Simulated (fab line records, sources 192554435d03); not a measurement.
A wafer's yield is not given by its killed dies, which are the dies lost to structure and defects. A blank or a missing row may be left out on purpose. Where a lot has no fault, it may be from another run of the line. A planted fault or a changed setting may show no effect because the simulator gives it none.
Chamber matching || flow n5-finfet || rie-diel-03 running N5_SD_EPI_P_ETCH_16: 4 sister chambers
The step etches SiO2 in CHF3/O2, target depth 5 nm. 14 wafers are shown with their chamber, then 7 later ones without.

WAFERS, EACH WITH ITS CHAMBER
{"wafer": "L074.2", "chamber": 0, "showerhead-plenum-p-Torr (Torr)": 2.37, "rf-vpp-V (V)": 544, "throttle-valve-pct (%)": 18.63}
{"wafer": "L074.4", "chamber": 1, "showerhead-plenum-p-Torr (Torr)": 2.44, "rf-vpp-V (V)": 536, "throttle-valve-pct (%)": 18.71}
{"wafer": "L074.6", "chamber": 0, "showerhead-plenum-p-Torr (Torr)": 2.37, "rf-vpp-V (V)": 545, "throttle-valve-pct (%)": 18.61}
{"wafer": "L077.2", "chamber": 2, "showerhead-plenum-p-Torr (Torr)": 2.32, "rf-vpp-V (V)": 525, "throttle-valve-pct (%)": 18.91}
{"wafer": "L077.4", "chamber": 0, "showerhead-plenum-p-Torr (Torr)": 2.36, "rf-vpp-V (V)": 543, "throttle-valve-pct (%)": 18.65}
{"wafer": "L077.5", "chamber": 0, "showerhead-plenum-p-Torr (Torr)": 2.36, "rf-vpp-V (V)": 543, "throttle-valve-pct (%)": 18.64}
{"wafer": "L082.4", "chamber": 1, "showerhead-plenum-p-Torr (Torr)": 2.44, "rf-vpp-V (V)": 537, "throttle-valve-pct (%)": 18.73}
{"wafer": "L082.5", "chamber": 3, "showerhead-plenum-p-Torr (Torr)": 2.50, "rf-vpp-V (V)": 516, "throttle-valve-pct (%)": 18.88}
{"wafer": "L082.6", "chamber": 0, "showerhead-plenum-p-Torr (Torr)": 2.36, "rf-vpp-V (V)": 543, "throttle-valve-pct (%)": 18.65}
{"wafer": "L084.3", "chamber": 2, "showerhead-plenum-p-Torr (Torr)": 2.31, "rf-vpp-V (V)": 525, "throttle-valve-pct (%)": 18.92}
{"wafer": "L084.4", "chamber": 0, "showerhead-plenum-p-Torr (Torr)": 2.36, "rf-vpp-V (V)": 545, "throttle-valve-pct (%)": 18.66}
{"wafer": "L084.5", "chamber": 1, "showerhead-plenum-p-Torr (Torr)": 2.43, "rf-vpp-V (V)": 539, "throttle-valve-pct (%)": 18.73}
{"wafer": "L085.2", "chamber": 3, "showerhead-plenum-p-Torr (Torr)": 2.50, "rf-vpp-V (V)": 515, "throttle-valve-pct (%)": 18.87}
{"wafer": "L085.3", "chamber": 0, "showerhead-plenum-p-Torr (Torr)": 2.36, "rf-vpp-V (V)": 544, "throttle-valve-pct (%)": 18.66}

SIGNATURES (averages over the wafers above)
{"reading": "showerhead-plenum-p-Torr", "chamber 0": 2.3629, "chamber 1": 2.4367, "chamber 2": 2.3150, "chamber 3": 2.5000, "scatter within a chamber": 0.00509}
{"reading": "rf-vpp-V", "chamber 0": 543.86, "chamber 1": 537.33, "chamber 2": 525.00, "chamber 3": 515.50, "scatter within a chamber": 1}
{"reading": "throttle-valve-pct", "chamber 0": 18.6429, "chamber 1": 18.7233, "chamber 2": 18.9150, "chamber 3": 18.8750, "scatter within a chamber": 0.0152}
Rule: a wafer lies at a distance from a chamber equal to the root of the sum of squares, over the readings, of (its reading less the chamber's mean, divided by the reading's scatter). The wafer belongs to the nearest chamber; if the next one is less than 2 further off, it can't be placed. The scatter: take each reading less its chamber's mean, square it, sum over the shown wafers, divide by the number of wafers less the number of chambers, and take the root.

WAFERS WHOSE CHAMBER IS MISSING
{"wafer": "L085.5", "showerhead-plenum-p-Torr (Torr)": 2.31, "rf-vpp-V (V)": 525, "throttle-valve-pct (%)": 18.92}
{"wafer": "L091.3", "showerhead-plenum-p-Torr (Torr)": 2.50, "rf-vpp-V (V)": 516, "throttle-valve-pct (%)": 18.90}
{"wafer": "L091.5", "showerhead-plenum-p-Torr (Torr)": 2.43, "rf-vpp-V (V)": 538, "throttle-valve-pct (%)": 18.76}
{"wafer": "L091.6", "showerhead-plenum-p-Torr (Torr)": 2.35, "rf-vpp-V (V)": 543, "throttle-valve-pct (%)": 18.68}
{"wafer": "L092.2", "showerhead-plenum-p-Torr (Torr)": 2.43, "rf-vpp-V (V)": 538, "throttle-valve-pct (%)": 18.74}
{"wafer": "L092.3", "showerhead-plenum-p-Torr (Torr)": 2.49, "rf-vpp-V (V)": 515, "throttle-valve-pct (%)": 18.91}
{"wafer": "L092.6", "showerhead-plenum-p-Torr (Torr)": 2.35, "rf-vpp-V (V)": 544, "throttle-valve-pct (%)": 18.67}

WHICH CHAMBER EACH WENT THROUGH
{"wafer": "L085.5", "from the rows above": 2, "in truth": 2}
{"wafer": "L091.3", "from the rows above": 3, "in truth": 3}
{"wafer": "L091.5", "from the rows above": 1, "in truth": 1}
{"wafer": "L091.6", "from the rows above": 0, "in truth": 0}
{"wafer": "L092.2", "from the rows above": 1, "in truth": 1}
{"wafer": "L092.3", "from the rows above": 3, "in truth": 3}
{"wafer": "L092.6", "from the rows above": 0, "in truth": 0}
Correctly placed: 7 of 7. Not placeable from these rows: 0. Placed wrongly: 0.
